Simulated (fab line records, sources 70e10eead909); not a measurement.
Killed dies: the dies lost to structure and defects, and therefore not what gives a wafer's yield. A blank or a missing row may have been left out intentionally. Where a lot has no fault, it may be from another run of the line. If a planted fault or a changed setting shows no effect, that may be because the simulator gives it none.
A struck lot beside a sound one -- flow nand-harc -- 39 steps out of a route of 1159
Sound: the wafers L876.1, L876.2, L876.4. Struck: wafers L885.2, L885.3, L885.6. The cause comes at the end.
Order at every step that has rows: each side's tool, ch and its chambers, its first start. Under that, the readings that differ: sound wafers -- struck wafers -- difference of the means -- sigmas: that difference in standard deviations of wafers without a fault.
alike: readings whose means differ by less than 2 such deviations, and words and numbers that are the same on both sides. not compared: withheld readings, readings that some wafer has no value for, bounds like >300 that may hide the same value, and numbers for which the record gives no deviation and whose values overlap.
Wherever a step has rows on one side only, a row that says differs or no value, or a row with sigmas, the two part there. Numbers that don't overlap but have no deviation are shown without sigmas and don't part them. Lack of a reading on every wafer of one side parts them only where that side has two or more wafers.

first, 3 steps without rows for these wafers: NHARC_A_BONDPAD_EXPOSE_06 (exposes mask A BPAD); NHARC_A_BONDPAD_PEB_07 (peb time 80 s); NHARC_A_BONDPAD_DEVELOP_08 (time 50 s).
NHARC_A_BONDPAD_CD_MEAS_09: the cd target is 500 nm.
  sound on cd-sem-03 ch 0, day 18 06:56; struck on cd-sem-01 ch 0, day 20 02:39
  alike: cd-nm
NHARC_A_BONDPAD_OVL_MEAS_35:
  sound on overlay-02, day 18 07:02; struck on overlay-01, day 20 02:44
  alike: overlay-x-nm, overlay-y-nm
then, 4 steps without rows for these wafers: NHARC_A_BONDPAD_HARDBAKE_10 (time 65 s); NHARC_A_BONDPAD_DESCUM_11 (chemistry O2, time 3 s); NHARC_A_BONDPAD_ETCH_34 (etches the open film in N2/H2, target depth 60 nm, overetch 18 nm, time 65.91 s); NHARC_A_BONDPAD_ETCH_12 (etches the open film in CHF3/O2, target depth 220 nm, time 110 s).
NHARC_A_BONDPAD_CD_MEAS_13:
  sound on cd-sem-03, day 18 07:28; struck on cd-sem-03, day 20 03:11
  alike: cd-nm
then, 1 step without rows for these wafers: NHARC_A_BONDPAD_STRIP_15 (strips in O2).
NHARC_A_BONDPAD_ETCH_24: etches the open film in CF4/N2, target depth 30 nm, time 72.99 s.
  sound: rie-diel-10 ch 0,1,3; struck: rie-diel-10 ch 0,2,3
  alike: bias-w, drypump-motor-current-A, mfc-ar-sccm, oes-product-au, rf-vpp-V, showerhead-plenum-p-Torr, throttle-valve-pct
  not compared: rf-hours-counter-h
NHARC_A_BONDPAD_STRIP_16: strips in post etch residue remover, time 600 s.
  sound on wet-bench-08 ch 0,1,4, day 18 07:49; struck on wet-bench-08 ch 2,3,7, day 20 03:32
reading,sound,struck,difference,sigmas
temp-c (C),29.73 29.71 30.00,30.16 29.93 30.07,+0.24,+2
  alike: bath-heat-duty-pct
NHARC_A_BONDPAD_DEGAS_25: time 60 s.
  sound on pvd-sputter-02, day 18 08:08; struck on pvd-sputter-01, day 20 03:49
  alike: heater-power-w
NHARC_A_BONDPAD_PRE_CLEAN_26: time 30 s.
  sound on pvd-sputter-02; struck on pvd-sputter-01
  alike: heater-power-w
then, 5 steps without rows for these wafers: NHARC_A_BONDPAD_PVD_17 (deposits TaN, target thk 5 nm, time 8.06 s); NHARC_A_BONDPAD_PVD_27 (deposits Cu, target thk 30 nm, time 20.49 s); NHARC_A_BONDPAD_ECD_18 (material Cu, target thk 400 nm); NHARC_A_BONDPAD_ANNEAL_28 (time 90 s); NHARC_A_BONDPAD_CMP_19 (polishes, t overpolish 30 s, cu recess touch 16 s, target thk 169.8 nm).
NHARC_A_BONDPAD_THK_MEAS_20: measures by xrf.
  sound on film-metro-01, day 18 09:33; struck on film-metro-01, day 20 05:31
  alike: thk-nm
then, 1 step without rows for these wafers: NHARC_A_BONDPAD_SRD_21 (time 30 s, dry time 20 s).
NHARC_HYBRID_BOND_ACTIVATE_00: chemistry N2, time 60 s.
  sound on rie-diel-06 ch 0,2,3, day 18 09:49; struck on rie-diel-06 ch 0,1, day 20 05:47
  alike: drypump-motor-current-A, mfc-ar-sccm, oes-product-au, rf-vpp-V, showerhead-plenum-p-Torr
  not compared: rf-hours-counter-h
then, 4 steps without rows for these wafers: NHARC_HYBRID_BOND_PRECLEAN_01 (cleans in DIW, time 300 s); NHARC_HYBRID_BOND_SRD_02 (time 30 s, dry time 20 s); NHARC_HYBRID_BOND_BOND_03; NHARC_HYBRID_BOND_ANNEAL_04 (time 7200 s).
NHARC_HYBRID_BOND_OVL_MEAS_05:
  sound on overlay-02, day 18 16:24; struck on overlay-02, day 20 18:50
  alike: overlay-x-nm, overlay-y-nm
NHARC_THIN_TSV_GRIND_00:
  sound on grinder-01 ch 0, day 18 21:22; struck on grinder-01 ch 0, day 20 19:14
  alike: motor-current-A
then, 1 step without rows for these wafers: NHARC_THIN_TSV_CMP_01 (polishes).
NHARC_THIN_TSV_THK_MEAS_02: measures by ir.
  sound on film-metro-02, day 18 22:52; struck on film-metro-01, day 20 20:29
  alike: thk-nm
then, 7 steps without rows for these wafers: NHARC_THIN_TSV_SRD_03; NHARC_THIN_TSV_PRECLEAN_41 (cleans in SC1); NHARC_THIN_TSV_SRD_42; NHARC_THIN_TSV_DEP_43 (deposits SiO2, target thk 1328.5 nm); NHARC_THIN_TSV_DEHYDRATE_04 (time 120 s); NHARC_THIN_TSV_HMDS_05 (time 30 s); NHARC_THIN_TSV_COAT_06.
NHARC_END_SORT_01:
  only the struck wafers appear in the record here, on prober-02 ch 0 at day 21 13:35; the sound ones have no rows

## WHERE THEY PART
Last at NHARC_END_SORT_01 as far as this record goes, first at NHARC_A_BONDPAD_STRIP_16.

WHY: what the simulator had put in
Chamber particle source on wet-bench-08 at NHARC_A_BONDPAD_STRIP_16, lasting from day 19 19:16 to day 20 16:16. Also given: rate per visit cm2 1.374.
